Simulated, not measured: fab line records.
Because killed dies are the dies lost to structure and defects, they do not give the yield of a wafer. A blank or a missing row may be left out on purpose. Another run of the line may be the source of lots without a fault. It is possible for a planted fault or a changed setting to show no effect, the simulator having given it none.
What tool caused it? | flow nand_harc | 24 lots, 72 wafers sampled, at 6 steps of a route of 1302

== WHAT THE GAUGES READ, wafer by wafer ==
NHARC_A_BLC_CD_MEAS_19. Usual: cd_nm at 99.5 nm, with a standard deviation of 2.4.
lot  | measured     | on        | cd_nm (nm)        | flag
L074 | day 22 11:00 | cd_sem-03 | 101.9 102.6 99.1  |
L076 | day 23 01:22 | cd_sem-01 | 102.3 98.1 101.2  |
L075 | day 23 02:50 | cd_sem-02 | 96.2 101.0 97.5   |
L077 | day 23 21:01 | cd_sem-03 | 95.3 97.8 97.8    |
L080 | day 24 10:05 | cd_sem-03 | 97.4 99.3 101.0   |
L079 | day 24 13:07 | cd_sem-01 | 97.1 99.7 99.8    |
L078 | day 24 13:52 | cd_sem-01 | 103.1 105.3 102.1 |
L081 | day 25 22:42 | cd_sem-03 | 98.5 101.7 95.3   |
L082 | day 25 23:08 | cd_sem-01 | 103.0 98.3 98.4   |
L083 | day 26 19:34 | cd_sem-01 | 101.7 97.7 100.2  |
L084 | day 27 05:18 | cd_sem-02 | 103.1 102.0 99.3  |
L085 | day 27 18:13 | cd_sem-01 | 101.1 100.3 100.9 |
L087 | day 27 21:54 | cd_sem-03 | 102.2 94.6 97.8   |
L086 | day 28 05:34 | cd_sem-02 | 100.8 99.1 97.7   |
L089 | day 28 13:26 | cd_sem-02 | 100.0 97.1 102.6  |
L088 | day 28 14:16 | cd_sem-01 | 98.5 95.2 100.6   |
L090 | day 29 07:06 | cd_sem-01 | 98.9 96.9 102.5   |
L092 | day 29 22:52 | cd_sem-01 | 99.0 100.8 92.9   |
L091 | day 30 00:51 | cd_sem-03 | 98.5 98.5 97.7    |
L093 | day 30 18:42 | cd_sem-03 | 97.7 98.5 98.6    |
L094 | day 30 20:27 | cd_sem-01 | 101.8 95.8 101.4  |
L096 | day 31 07:56 | cd_sem-03 | 100.0 97.2 95.7   |
L095 | day 31 08:10 | cd_sem-03 | 102.8 102.9 98.6  |
L097 | day 33 11:04 | cd_sem-01 | 100.1 99.9 99.1   |

NHARC_A_M0_OVL_MEAS_10: pitch 160 nm. Usual: overlay_x_nm 0.2 nm, standard deviation 0.93; overlay_y_nm 0.0 nm, standard deviation 0.81.
lot  | measured     | on         | overlay_x_nm (nm) | overlay_y_nm (nm) | flag
L074 | day 22 14:01 | overlay-02 | 0.3 0.8 0.3       | 0.3 0.0 -0.8      |
L076 | day 23 04:14 | overlay-01 | 0.7 1.3 1.0       | 0.8 0.8 1.4       |
L075 | day 23 05:48 | overlay-01 | 1.8 1.3 1.6       | 0.6 0.1 0.3       |
L077 | day 23 23:52 | overlay-02 | -0.1 -1.2 -0.7    | 0.7 0.7 0.9       |
L080 | day 24 13:03 | overlay-02 | -0.1 -0.3 -0.3    | -0.9 -0.8 -1.4    |
L079 | day 24 16:13 | overlay-02 | 0.4 -0.2 0.6      | -0.4 -0.8 -0.8    |
L078 | day 24 16:49 | overlay-02 | -0.2 0.1 -0.3     | -0.5 -0.5 -1.4    |
L081 | day 26 01:43 | overlay-02 | -0.4 0.2 0.0      | 0.9 0.1 0.2       |
L082 | day 26 02:00 | overlay-02 | -0.4 -0.4 -0.2    | -1.8 -1.7 -1.2    |
L083 | day 26 22:40 | overlay-01 | -1.5 -1.0 -1.5    | -0.2 0.2 0.7      |
L084 | day 27 08:16 | overlay-01 | 1.9 1.5 1.8       | -0.2 -0.7 -0.2    |
L085 | day 27 21:30 | overlay-02 | -0.4 0.0 -0.1     | -0.3 -0.5 -0.7    |
L087 | day 28 01:00 | overlay-01 | 0.0 0.0 0.4       | -0.5 -0.2 -0.7    |
L086 | day 28 08:33 | overlay-02 | 1.1 1.5 0.8       | -0.2 0.2 0.1      |
L089 | day 28 16:25 | overlay-01 | -1.6 -1.0 -1.1    | -1.3 -0.7 -1.6    |
L088 | day 28 17:13 | overlay-02 | 2.4 2.1 1.5       | 1.5 0.9 1.0       |
L090 | day 29 09:56 | overlay-01 | -0.6 0.1 -0.3     | -1.8 -1.6 -1.6    |
L092 | day 30 01:42 | overlay-01 | 0.0 0.4 0.9       | 0.5 0.2 -0.1      |
L091 | day 30 03:43 | overlay-02 | 0.3 0.0 0.5       | 0.7 0.3 1.2       |
L093 | day 30 22:10 | overlay-01 | -0.7 -1.2 -1.3    | 0.1 -0.1 0.5      |
L094 | day 30 23:25 | overlay-02 | -0.2 -1.1 -0.4    | 1.2 1.6 1.5       |
L096 | day 31 10:56 | overlay-02 | 1.1 0.8 0.2       | -0.2 0.1 -0.3     |
L095 | day 31 11:10 | overlay-01 | 2.0 1.9 2.2       | -0.7 -0.1 0.1     |
L097 | day 33 14:03 | overlay-02 | 1.0 0.8 0.5       | 0.4 0.5 0.3       |

NHARC_A_M0_INSPECT_11. Usual: raw_defect_count at 82, with a standard deviation of 32.
lot  | measured     | on                | raw_defect_count | flag
L074 | day 22 14:03 | defect_inspect-02 | 53 43 50         |
L076 | day 23 04:17 | defect_inspect-01 | 118 101 109      |
L075 | day 23 05:50 | defect_inspect-01 | 59 58 67         |
L077 | day 23 23:53 | defect_inspect-02 | 73 62 63         |
L080 | day 24 13:05 | defect_inspect-02 | 107 118 99       |
L079 | day 24 16:16 | defect_inspect-01 | 27 24 20         |
L078 | day 24 16:52 | defect_inspect-01 | 91 107 99        |
L081 | day 26 01:46 | defect_inspect-02 | 62 66 65         |
L082 | day 26 02:02 | defect_inspect-01 | 112 118 119      |
L083 | day 26 22:42 | defect_inspect-01 | 35 47 42         |
L084 | day 27 08:18 | defect_inspect-01 | 67 71 60         |
L085 | day 27 21:32 | defect_inspect-01 | 143 121 138      |
L087 | day 28 01:02 | defect_inspect-01 | 52 61 47         |
L086 | day 28 08:35 | defect_inspect-01 | 83 72 82         |
L089 | day 28 16:27 | defect_inspect-01 | 83 83 74         |
L088 | day 28 17:16 | defect_inspect-01 | 97 108 101       |
L090 | day 29 09:59 | defect_inspect-01 | 110 116 114      |
L092 | day 30 01:44 | defect_inspect-01 | 118 129 106      |
L091 | day 30 03:45 | defect_inspect-02 | 66 60 74         |
L093 | day 30 22:13 | defect_inspect-01 | 48 33 31         |
L094 | day 30 23:27 | defect_inspect-01 | 136 130 145      |
L096 | day 31 10:58 | defect_inspect-01 | 95 91 91         |
L095 | day 31 11:11 | defect_inspect-02 | 76 66 63         |
L097 | day 33 14:05 | defect_inspect-01 | 71 58 72         |

NHARC_A_M1_CD_MEAS_09: the cd target is 120 nm. Usual: cd_nm at 120.0 nm, with a standard deviation of 0.63.
lot  | measured     | on        | cd_nm (nm)        | flag
L074 | day 22 17:59 | cd_sem-02 | 120.3 120.0 119.7 |
L076 | day 23 08:05 | cd_sem-01 | 119.6 120.8 121.2 |
L075 | day 23 09:46 | cd_sem-03 | 119.9 119.7 120.1 |
L077 | day 24 03:51 | cd_sem-01 | 120.1 119.3 119.8 |
L080 | day 24 16:53 | cd_sem-02 | 120.3 120.2 121.9 |
L079 | day 24 20:11 | cd_sem-02 | 120.6 120.7 120.7 |
L078 | day 24 20:47 | cd_sem-01 | 119.7 119.5 118.6 |
L081 | day 26 05:43 | cd_sem-03 | 119.1 119.0 119.4 |
L082 | day 26 06:02 | cd_sem-01 | 119.4 120.9 119.9 |
L083 | day 27 03:11 | cd_sem-01 | 120.6 121.1 120.4 |
L084 | day 27 12:32 | cd_sem-02 | 119.7 120.3 120.1 |
L085 | day 28 01:29 | cd_sem-03 | 118.9 119.2 120.2 |
L087 | day 28 04:50 | cd_sem-02 | 119.8 119.5 120.0 |
L086 | day 28 12:32 | cd_sem-02 | 119.7 119.2 120.2 |
L089 | day 28 20:24 | cd_sem-01 | 119.6 119.9 119.0 |
L088 | day 28 21:11 | cd_sem-01 | 121.2 120.0 119.9 |
L090 | day 29 13:55 | cd_sem-02 | 120.9 119.9 120.3 |
L092 | day 30 05:43 | cd_sem-02 | 120.8 119.7 120.0 |
L091 | day 30 07:34 | cd_sem-01 | 119.2 120.3 120.4 |
L093 | day 31 02:02 | cd_sem-03 | 121.0 121.1 121.0 |
L094 | day 31 03:23 | cd_sem-01 | 119.9 119.8 119.4 |
L096 | day 31 14:54 | cd_sem-03 | 119.9 119.8 119.8 |
L095 | day 31 15:06 | cd_sem-02 | 120.4 120.4 119.6 |
L097 | day 33 18:02 | cd_sem-02 | 119.1 119.3 119.9 |

NHARC_A_M1_THK_MEAS_24: measures by xrf. Usual: thk_nm at 154.4 nm, with a standard deviation of 1.5.
lot  | measured     | on            | thk_nm (nm)       | flag
L074 | day 22 20:35 | film_metro-02 | 156.6 154.7 155.3 |
L076 | day 23 10:41 | film_metro-01 | 157.0 153.0 157.9 |
L075 | day 23 12:22 | film_metro-02 | 153.4 154.2 155.7 |
L077 | day 24 06:26 | film_metro-02 | 155.1 154.9 154.7 |
L080 | day 24 19:29 | film_metro-01 | 154.3 155.6 153.5 |
L079 | day 24 22:47 | film_metro-02 | 155.6 154.8 153.6 |
L078 | day 24 23:23 | film_metro-02 | 156.6 153.9 153.7 |
L081 | day 26 08:21 | film_metro-02 | 153.2 154.1 152.8 |
L082 | day 26 08:44 | film_metro-02 | 154.0 151.8 153.7 |
L083 | day 27 05:47 | film_metro-01 | 155.5 152.1 155.0 |
L084 | day 27 15:10 | film_metro-01 | 153.3 153.0 153.5 |
L085 | day 28 04:11 | film_metro-01 | 155.4 153.3 152.8 |
L087 | day 28 07:26 | film_metro-01 | 154.6 155.6 154.0 |
L086 | day 28 15:09 | film_metro-01 | 154.8 155.8 153.0 |
L089 | day 28 23:02 | film_metro-01 | 157.1 154.3 153.2 |
L088 | day 28 23:50 | film_metro-01 | 155.4 155.1 154.0 |
L090 | day 29 16:31 | film_metro-01 | 153.0 154.8 154.2 |
L092 | day 30 08:22 | film_metro-02 | 153.2 152.5 153.1 |
L091 | day 30 10:14 | film_metro-01 | 151.8 154.1 155.3 |
L093 | day 31 04:41 | film_metro-02 | 155.1 153.4 154.0 |
L094 | day 31 06:01 | film_metro-01 | 152.3 153.7 154.2 |
L096 | day 31 17:31 | film_metro-01 | 156.0 154.8 154.9 |
L095 | day 31 17:50 | film_metro-02 | 153.1 156.0 154.2 |
L097 | day 33 20:45 | film_metro-01 | 155.3 153.5 152.7 |

== TOOL THAT RAN EACH LOT (tool first, then ch and the chambers of the sampled wafers, then the start) ==
lot  | NHARC_A_BLC_DEGAS_30
L074 | pvd_sputter-03, day 22 11:37
L076 | pvd_sputter-02, day 23 02:01
L075 | pvd_sputter-02, day 23 03:26
L077 | pvd_sputter-02, day 23 21:38
L080 | pvd_sputter-03, day 24 10:41
L079 | pvd_sputter-02, day 24 13:52
L078 | pvd_sputter-03, day 24 14:28
L081 | pvd_sputter-02, day 25 23:19
L082 | pvd_sputter-01, day 25 23:45
L083 | pvd_sputter-03, day 26 20:10
L084 | pvd_sputter-01, day 27 05:55
L085 | pvd_sputter-01, day 27 18:49
L087 | pvd_sputter-01, day 27 22:31
L086 | pvd_sputter-02, day 28 06:10
L089 | pvd_sputter-01, day 28 14:02
L088 | pvd_sputter-03, day 28 14:52
L090 | pvd_sputter-02, day 29 07:43
L092 | pvd_sputter-01, day 29 23:28
L091 | pvd_sputter-01, day 30 01:28
L093 | pvd_sputter-03, day 30 19:22
L094 | pvd_sputter-01, day 30 21:04
L096 | pvd_sputter-02, day 31 08:32
L095 | pvd_sputter-03, day 31 08:47
L097 | pvd_sputter-01, day 33 11:40
- NHARC_A_BLC_DEGAS_30: time 60 s.

== WHAT THE TOOLS THEMSELVES READ (means of the sampled wafers that have a number; where no wafer has one, the mark that the record gives instead) ==
NHARC_A_BLC_DEGAS_30. Usual: heater_power_w at 469 W, with a standard deviation of 44.
lot  | tool           | heater_power_w (W) | flag
L074 | pvd_sputter-03 | 469                |
L076 | pvd_sputter-02 | 508                |
L075 | pvd_sputter-02 | 504                |
L077 | pvd_sputter-02 | 484                |
L080 | pvd_sputter-03 | 467                |
L079 | pvd_sputter-02 | 498                |
L078 | pvd_sputter-03 | 459                |
L081 | pvd_sputter-02 | 514                |
L082 | pvd_sputter-01 | 435                |
L083 | pvd_sputter-03 | 464                |
L084 | pvd_sputter-01 | 438                |
L085 | pvd_sputter-01 | 424                |
L087 | pvd_sputter-01 | 442                |
L086 | pvd_sputter-02 | 499                |
L089 | pvd_sputter-01 | 426                |
L088 | pvd_sputter-03 | 503                |
L090 | pvd_sputter-02 | 474                |
L092 | pvd_sputter-01 | 415                |
L091 | pvd_sputter-01 | 439                |
L093 | pvd_sputter-03 | 451                |
L094 | pvd_sputter-01 | 432                |
L096 | pvd_sputter-02 | 513                |
L095 | pvd_sputter-03 | 482                |
L097 | pvd_sputter-01 | 439                |

== THE ANSWER, worked out from the rows above alone ==
Rule: take the mean of a lot's wafers that have a number; if it is more than 3 standard deviations from the usual mean, the lot is off. Also off: a lot with no number at a reading for which 4 or more lots have one. The other lots that the step has rows for count as sound. Order of review: gauges by route order, followed by the tools' own readings, for which a lot's mean as printed above is used. At the first step where some lot is off, the reading lying furthest off is the one used; lots without a number count as furthest.
No lot is off at any reading shown: from this, nothing can be told.

== WHAT THE SIMULATOR HAD INSERTED ==
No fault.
